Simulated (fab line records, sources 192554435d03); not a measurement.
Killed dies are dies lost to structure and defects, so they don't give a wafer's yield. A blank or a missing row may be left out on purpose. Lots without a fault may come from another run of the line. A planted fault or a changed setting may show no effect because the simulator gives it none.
fab line records | flow n5_finfet
record lots=9 wafers=27 last_day=18
route steps=1938 shown ZERO_LAYER@4 WELL_APT@46 PMOS_HMC_CHANNEL_EPI@57 BEOL_M4@1111
lots that met no fault: from a run of the same line without faults
start_h: hours from the record's first day to the start of the lot's first wafer shown | wait_h: hours since the lot's step before | " the same as in the row above | L1.1+2: a row that stands for several wafers | - no value, or no start given | * or withheld: withheld | < > ~ a bound
route shown NAME@n: a module of which the file shows steps, and the number in the route of the first | usual: mean/standard deviation of fault-free wafers | same: alike in all rows | chamber/n: place in a boat | sites: the reading at each site | _std_site: their standard deviation | _edge_site: outer sites' mean less inner sites' | radius_mm: how far each site lies from the wafer's centre | mask NAME#n: copy n | behind: the tool/chamber that last shaped the wafer | hold: why the lot was held/for how many hours/how that ended | device: the transistor (n, p or np) that didn't switch | end of line: the same wafers' tests at the end of the route | a step without rows: its recipe alone | killed: dies lost to structure and defects at the first sort, not the wafer's yield | map: a wafer's dies, x killed, . not, _ none there
set.NAME: the setting as run; set.NAME@STEP: as run at that earlier step | model.NAME: the simulator's own value behind a step, which no gauge read
steps of the route over a sample of lots; a table a step, a row a wafer
services: from which hour (start_h, from the record's first day; less than 0 if before it) a tool's chamber was out of use, for how many hours, and why
## steps
# step N5_ZERO_LAYER_PECVD_02
# recipe material=SiO2 target_thk_a=100 temp_c=400 precursor=SiH4/N2O pressure_torr=0.75 rf_w=275 time_s=6
# usual heater_power_w=793/120 showerhead_plenum_p_Torr=8.17/0.074 showerhead_vpp_V=1012/50
# columns lot.wafer tool chamber start_h wait_h heater_power_w showerhead_plenum_p_Torr showerhead_vpp_V
L731.3 pecvd-02 0 12.28 0.0 745 8.21 983
L731.4 " 2 " " 630 8.24 1062
L731.5 " 1 " " 788 8.11 974
L738.1 pecvd-04 2 54.47 0.0 860 8.15 911
L738.2 " 1 " " 1016 8.00 1027
L738.5 " 1 " " 1035 7.96 1031
L742.2 pecvd-01 0 78.28 0.0 711 8.20 1031
L742.4 " 0 " " 736 8.19 1056
L742.6 " 0 " " 725 8.19 1023
L746.2 pecvd-01 1 102.28 0.0 703 8.14 982
L746.3 " 2 " " 844 8.21 1049
L746.5 " 1 " " 686 8.16 975
L747.3 pecvd-04 0 108.28 0.0 965 8.29 1111
L747.4 " 2 " " 982 8.16 894
L747.5 " 0 " " 953 8.30 1101
L748.2 pecvd-01 0 114.29 0.0 815 8.19 1033
L748.4 " 1 " " 608 8.15 987
L748.6 " 0 " " 797 8.20 1050
L751.1 pecvd-02 2 132.28 0.0 638 8.20 1045
L751.3 " 0 " " 801 8.19 989
L751.4 " 1 " " 953 8.13 983
L752.2 pecvd-02 1 138.28 0.0 877 8.11 982
L752.3 " 0 " " 748 8.21 995
L752.4 " 1 " " 878 8.10 968
L754.2 pecvd-04 1 150.29 0.0 997 7.99 1023
L754.3 " 0 " " 897 8.32 1100
L754.4 " 0 " " 882 8.31 1106
# step N5_ZERO_LAYER_EXPOSE_08
# recipe mask_id=ZERO na=0.55 source_shape=conventional sigma_outer=0.8 polarization=unpolarized defocus_nm=0 target_cd_nm=2000 dose_mj=16.2
# usual exposure_dose_mJ_cm2=16.195/0.015
# columns lot.wafer tool chamber start_h wait_h mask exposure_dose_mJ_cm2
L731.3 krf_scanner-01 0 12.60 - ZERO#0 16.209
L731.4 " 0 " " ZERO#0 16.221
L731.5 " 0 " " ZERO#0 16.219
L738.1 krf_scanner-02 0 54.65 - ZERO#0 16.210
L738.2 " 0 " " ZERO#0 16.178
L738.5 " 0 " " ZERO#0 16.193
L742.2 krf_scanner-01 0 78.49 - ZERO#0 16.173
L742.4 " 0 " " ZERO#0 16.182
L742.6 " 0 " " ZERO#0 16.160
L746.2 krf_scanner-01 0 102.47 - ZERO#0 15.026
L746.3 " 0 " " ZERO#0 15.038
L746.5 " 0 " " ZERO#0 15.035
L747.3 krf_scanner-01 0 108.48 - ZERO#0 15.264
L747.4 " 0 " " ZERO#0 15.258
L747.5 " 0 " " ZERO#0 15.279
L748.2 krf_scanner-01 0 114.48 - ZERO#0 15.444
L748.4 " 0 " " ZERO#0 15.443
L748.6 " 0 " " ZERO#0 15.441
L751.1 krf_scanner-02 0 132.59 - ZERO#0 16.206
L751.3 " 0 " " ZERO#0 16.200
L751.4 " 0 " " ZERO#0 16.184
L752.2 krf_scanner-02 0 138.47 - ZERO#0 16.193
L752.3 " 0 " " ZERO#0 16.178
L752.4 " 0 " " ZERO#0 16.204
L754.2 krf_scanner-02 0 150.48 - ZERO#0 16.202
L754.3 " 0 " " ZERO#0 16.212
L754.4 " 0 " " ZERO#0 16.199
# step N5_ZERO_LAYER_CD_MEAS_11
# recipe target_cd_nm=2000 landing_energy_ev=500 detector=se_inlens
# usual cd_nm=2000.1/1.6
# columns lot.wafer tool chamber start_h wait_h cd_nm
L731.3 cd_sem-02 0 12.77 - 2000.7
L731.4 " 0 " " 2000.7
L731.5 " 0 " " 2001.0
L738.1 cd_sem-03 0 54.83 - 1999.8
L738.2 " 0 " " 2000.2
L738.5 " 0 " " 2001.9
L742.2 cd_sem-03 0 78.67 - 1998.0
L742.4 " 0 " " 1999.6
L742.6 " 0 " " 1999.8
L746.2 cd_sem-03 0 102.64 - 1986.1
L746.3 " 0 " " 1987.3
L746.5 " 0 " " 1987.6
L747.3 cd_sem-03 0 108.65 - 1987.0
L747.4 " 0 " " 1986.1
L747.5 " 0 " " 1988.4
L748.2 cd_sem-02 0 114.65 - 1991.8
L748.4 " 0 " " 1993.8
L748.6 " 0 " " 1991.5
L751.1 cd_sem-03 0 132.77 - 2002.8
L751.3 " 0 " " 2001.1
L751.4 " 0 " " 2002.7
L752.2 cd_sem-02 0 138.64 - 2000.3
L752.3 " 0 " " 2003.0
L752.4 " 0 " " 1999.7
L754.2 cd_sem-03 0 150.65 - 1999.8
L754.3 " 0 " " 1997.9
L754.4 " 0 " " 1997.7
# step N5_WELL_APT_DESCUM_30
# recipe chemistry=O2 time_s=7.9 source_power_w=50 bias_power_w=20 pressure_mtorr=20 rf_frequency_hz=2.712e+07 temp_c=40 o2_flow_sccm=225
# usual chamber_pressure_mTorr=20.000/0.018 drypump_motor_current_A=5.8/0.49 oes_product_au=0.76/0.082 rf_vpp_V=243.2/1.6 showerhead_plenum_p_Torr=2.10/0.081 throttle_valve_pct=20.44/0.26
# columns lot.wafer tool chamber start_h wait_h chamber_pressure_mTorr drypump_motor_current_A oes_product_au rf_hours_counter_h rf_vpp_V showerhead_plenum_p_Torr throttle_valve_pct
L731.3 rie_diel-02 3 17.48 0.3 19.981 5.8 0.72 177 241.9 2.08 20.38
L731.4 " 2 " " 20.040 5.9 0.78 136 243.9 2.19 20.33
L731.5 " 2 " " 20.005 5.9 0.78 - 246.4 2.19 20.31
L738.1 rie_diel-02 2 57.12 0.0 20.000 5.9 0.75 151 244.7 2.19 20.36
L738.2 " 0 " " 19.995 6.4 0.77 134 243.9 2.10 20.18
L738.5 " 0 " " 19.988 6.4 0.78 - 243.7 2.10 20.16
L742.2 rie_diel-06 0 81.64 0.8 20.027 5.8 0.71 198 243.2 2.08 20.82
L742.4 " 1 " " 19.988 5.9 0.69 221 241.8 1.97 20.87
L742.6 " 1 " " 20.017 5.9 0.69 - 239.9 1.97 20.87
L746.2 rie_diel-02 1 105.15 0.1 19.969 6.6 0.83 62 245.8 2.22 20.17
L746.3 " 3 " " 20.027 5.7 0.69 206 242.0 2.07 20.42
L746.5 " 3 " " 20.004 5.7 0.69 - 243.1 2.07 20.44
L747.3 rie_diel-06 3 110.86 0.0 20.022 5.8 0.94 12 246.2 2.22 20.17
L747.4 " 2 " " 20.014 5.1 0.73 167 241.8 2.01 20.82
L747.5 " 2 " " 20.002 5.1 0.73 - 241.5 2.01 20.82
L748.2 rie_diel-02 2 117.02 0.0 20.002 5.9 0.75 170 244.4 2.18 20.40
L748.4 " 0 " " 19.985 6.4 0.76 151 242.9 2.10 20.19
L748.6 " 2 " " 20.007 5.9 0.74 - 245.8 2.18 20.39
L751.1 rie_diel-02 1 135.73 0.3 20.021 6.5 0.83 70 245.6 2.22 20.18
L751.3 " 2 " " 19.989 5.9 0.74 176 244.1 2.18 20.40
L751.4 " 3 " " 19.993 5.8 0.69 216 243.5 2.07 20.45
L752.2 rie_diel-05 1 140.95 0.0 20.008 5.2 0.84 63 243.9 2.12 20.67
L752.3 " 3 " " 20.014 4.8 0.71 182 244.7 2.16 20.35
L752.4 " 0 " " 20.003 5.9 0.95 10 243.4 2.05 19.98
L754.2 rie_diel-05 3 153.25 0.0 19.985 4.8 0.70 186 244.1 2.16 20.38
L754.3 " 1 " " 20.004 5.2 0.84 67 244.1 2.12 20.68
L754.4 " 3 " " 20.040 4.8 0.70 - 244.3 2.16 20.38
# step N5_PMOS_HMC_CHANNEL_EPI_HM_DEP_34
# recipe material=SiO2 target_thk_a=360 temp_c=400 precursor=TEOS/O2 pressure_torr=6.5 rf_w=900 teos_flow_sccm=161.4 gas=O2 flow_sccm=2650 time_s=6.9
# usual heater_power_w=599/120 showerhead_plenum_p_Torr=8.349/0.025 showerhead_vpp_V=1847/110 throttle_valve_pct=18.5/1.3
# columns lot.wafer tool chamber start_h wait_h heater_power_w showerhead_plenum_p_Torr showerhead_vpp_V throttle_valve_pct
L731.3 pecvd-04 1 19.36 0.0 828 8.307 1845 18.0
L731.4 " 2 " " 708 8.358 1668 18.4
L731.5 " 0 " " 711 8.384 1983 17.0
L738.1 pecvd-04 1 59.04 0.0 719 8.285 1828 17.9
L738.2 " 0 " " 740 8.370 1998 16.7
L738.5 " 2 " " 724 8.348 1668 18.5
L742.2 pecvd-01 0 83.45 0.0 604 8.367 1902 20.1
L742.4 " 0 " " 584 8.380 1903 19.8
L742.6 " 1 " " 450 8.318 1744 19.3
L746.2 pecvd-04 0 106.84 0.0 627 8.368 2004 17.2
L746.3 " 1 " " 752 8.306 1872 18.1
L746.5 " 2 " " 589 8.325 1633 18.7
L747.3 pecvd-03 1 112.53 0.0 527 8.356 1827 20.7
L747.4 " 1 " " 532 8.347 1827 20.9
L747.5 " 2 " " 733 8.342 1928 18.6
L748.2 pecvd-03 2 118.70 0.0 663 8.331 1934 18.3
L748.4 " 2 " " 686 8.359 1949 18.3
L748.6 " 1 " " 501 8.346 1826 20.9
L751.1 pecvd-03 2 137.96 0.0 614 8.348 1946 18.7
L751.3 " 1 " " 523 8.350 1829 20.8
L751.4 " 0 " " 342 8.368 1924 20.0
L752.2 pecvd-01 0 143.39 0.0 545 8.351 1867 20.1
L752.3 " 1 " " 454 8.324 1755 19.3
L752.4 " 2 " " 555 8.355 1893 16.5
L754.2 pecvd-01 2 155.21 0.0 594 8.365 1903 16.5
L754.3 " 0 " " 470 8.371 1858 19.9
L754.4 " 0 " " 467 8.382 1901 19.9
# step N5_BEOL_M4_RC_MEAS_101
# usual DIBL_N=35.9/1.4 DIBL_P=35.9/1.7 IOFF_N=0.155/0.023 IOFF_P=0.201/0.029 ION_N=672/8.8 ION_P=460/7 SS_N=71.6/0.48 SS_P=73.1/0.64 VT_N=250.0/3 VT_P=-251.6/3
# columns lot.wafer tool chamber start_h wait_h DIBL_N[mV/V] DIBL_P[mV/V] IOFF_N[nA/um] IOFF_P[nA/um] ION_N[uA/um] ION_P[uA/um] SS_N[mV/dec] SS_P[mV/dec] VT_N[mV] VT_P[mV]
L731.3 prober-02 0 170.23 0.3 34.6 35.1 0.131 0.195 667 460 71.7 73.3 250.4 -252.1
L731.4 " 0 " " 38.2 38.6 0.191 0.252 680 464 72.2 74.6 245.9 -250.6
L731.5 " 0 " " 37.1 37.4 0.174 0.229 672 459 71.7 74.0 247.3 -249.8
L738.1 prober-02 0 216.75 0.0 33.8 33.6 0.126 0.147 669 453 70.9 72.7 251.1 -256.9
L738.2 " 0 " " 35.1 34.5 0.141 0.155 669 443 71.8 72.7 251.5 -256.8
L738.5 " 0 " " 34.4 34.1 0.131 0.148 665 448 70.8 72.1 252.5 -256.1
L742.2 prober-01 0 248.54 0.2 33.6 36.2 0.151 0.208 674 467 71.8 72.9 248.0 -249.2
L742.4 " 0 " " 34.7 37.1 0.157 0.220 673 465 71.6 74.4 249.8 -249.0
L742.6 " 0 " " 33.2 35.7 0.140 0.197 665 463 71.6 73.1 250.3 -251.5
L747.3 prober-01 0 269.49 0.3 38.6 36.4 0.165 0.210 677 464 71.7 73.7 249.1 -251.6
L747.4 " 0 " " 39.0 37.3 0.177 0.217 675 457 71.8 74.6 250.3 -251.7
L747.5 " 0 " " 37.4 35.3 0.144 0.196 675 458 71.4 73.4 247.9 -251.1
L746.2 prober-02 0 274.49 0.2 35.5 36.6 0.145 0.221 674 471 71.6 73.2 250.0 -247.2
L746.3 " 0 " " 36.6 37.4 0.164 0.237 683 474 72.0 73.5 247.9 -245.8
L746.5 " 0 " " 37.5 38.9 0.188 0.267 684 476 71.8 73.9 245.9 -244.8
L748.2 prober-02 0 275.49 0.2 36.4 35.5 0.143 0.189 663 457 72.0 73.6 251.3 -252.0
L748.4 " 0 " " 35.6 35.2 0.139 0.183 666 455 71.2 72.5 253.8 -253.8
L748.6 " 0 " " 35.2 34.7 0.133 0.179 671 466 70.8 72.3 253.2 -254.1
L751.1 prober-02 0 286.47 0.0 39.1 39.8 0.211 0.260 682 462 72.3 74.4 243.3 -250.6
L751.3 " 0 " " 38.5 39.4 0.195 0.250 685 464 72.4 73.7 248.6 -249.5
L751.4 " 0 " " 37.6 38.0 0.187 0.231 686 469 71.8 73.0 243.6 -249.3
L752.2 prober-01 0 304.38 0.2 35.4 36.7 0.188 0.220 688 469 71.3 73.3 243.8 -248.9
L752.3 " 0 " " 36.3 38.7 0.205 0.250 680 465 71.7 73.7 244.3 -249.2
L752.4 " 0 " " 37.0 39.4 0.231 0.267 676 462 72.3 74.4 243.5 -249.4
L754.2 prober-02 0 311.64 0.2 35.6 34.0 0.141 0.186 649 448 71.7 72.6 255.4 -253.7
L754.3 " 0 " " 34.9 34.2 0.131 0.198 668 462 71.1 73.4 250.9 -251.9
L754.4 " 0 " " 33.5 32.8 0.113 0.168 654 454 71.0 72.6 256.9 -252.6
## services
# columns tool chamber start_h hours kind
rie_diel-06 2 -9.55 7.7 repair
rie_diel-02 0 -9.27 5.9 repair
rie_diel-06 - 1.75 28.1 pm
krf_scanner-01 - 1.90 3.6 pm
pecvd-03 2 2.29 19.0 repair
krf_scanner-02 - 7.25 1.3 pm
krf_scanner-02 - 23.65 1.0 pm
krf_scanner-01 - 28.19 1.3 pm
krf_scanner-01 - 37.52 1.0 pm
rie_diel-02 0 37.94 4.1 repair
krf_scanner-01 - 43.23 0.3 repair
pecvd-01 2 75.70 6.5 repair
rie_diel-02 - 77.79 0.1 repair
rie_diel-02 - 80.40 2.8 pm
pecvd-04 2 87.76 4.7 repair
krf_scanner-02 - 96.36 3.0 pm
pecvd-04 - 100.78 6.0 pm
krf_scanner-02 - 123.47 4.4 pm
krf_scanner-01 - 132.08 0.8 pm
pecvd-04 - 133.79 2.8 pm
pecvd-04 - 138.03 0.5 repair
krf_scanner-01 - 144.05 0.8 pm
pecvd-01 - 146.33 0.9 repair
krf_scanner-02 - 151.31 0.8 pm
## key
first_sign step=N5_ZERO_LAYER_EXPOSE_08 reading=exposure_dose_mJ_cm2 direction=down sigmas=63 usual=16.195 struck=15.248
effect step=N5_ZERO_LAYER_CD_MEAS_11 reading=cd_nm direction=down sigmas=6.9 usual=2000.1 struck=1988.8 through=control_loop
met_at N5_ZERO_LAYER_EXPOSE_08
struck_lots L746,L747,L748
loop_trim step=N5_ZERO_LAYER_EXPOSE_08 setting=dose lots=L747,L748
not_acting_at N5_ZERO_LAYER_PECVD_02,N5_WELL_APT_DESCUM_30,N5_PMOS_HMC_CHANNEL_EPI_HM_DEP_34
onset_between 78.49 102.47
fault kind=process_parameter_drift tool=krf_scanner-01 chamber=- onset_h=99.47 steps=N5_ZERO_LAYER_EXPOSE_08 channel=dose_mj offset=-1.16 shape=step acts_in=these_recipes_only stated=16.2
# loop_trim: a control loop set the setting to another value than it would have without faults
